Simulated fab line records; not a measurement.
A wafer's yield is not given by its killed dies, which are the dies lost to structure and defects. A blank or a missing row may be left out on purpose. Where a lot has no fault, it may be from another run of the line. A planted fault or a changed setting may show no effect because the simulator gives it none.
Matching of chambers ; flow n5Finfet ; N5_BEOL_M9_STRIP_19 on rieDiel-06 has 4 sister chambers
The step strips in O2. 4 wafers are shown with their chamber, then 12 later ones without.

== EACH WAFER AND ITS CHAMBER ==
wafer;chamber;showerheadPlenumPTorr (Torr)
L085.3;2;2.11
L086.1;0;2.07
L086.2;1;2.22
L086.3;3;2.05

== WAFERS WHOSE CHAMBER IS MISSING ==
wafer;showerheadPlenumPTorr (Torr)
L086.4;2.10
L086.5;2.10
L086.6;2.22
L088.2;2.07
L088.3;2.10
L088.5;2.05
L092.2;2.10
L092.5;2.07
L092.6;2.22
L096.4;2.21
L096.5;2.04
L096.6;2.10

== EACH ONE'S CHAMBER ==
wafer;from the rows above;in truth
L086.4;2;2
L086.5;2;2
L086.6;1;1
L088.2;0;0
L088.3;2;2
L088.5;3;3
L092.2;2;2
L092.5;0;0
L092.6;1;1
L096.4;1;1
L096.5;3;3
L096.6;2;2
Correct placement for 12 of the 12. Not placeable from these rows: 0. 0 placed wrongly.
How it was worked out, from the rows above alone: a wafer's distance from a chamber is the root of the sum, over the readings, of the square of ((its reading less the chamber's mean) divided by the reading's scatter). If the next closest chamber is less than 2 further off than the closest, the wafer can't be placed; otherwise it belongs to the closest. For every chamber, the mean is computed from those of its wafers that are shown. The scatter (one wafer shown for each chamber): square how far every hidden wafer sits from the nearest shown wafer, average those squares and take the square root.
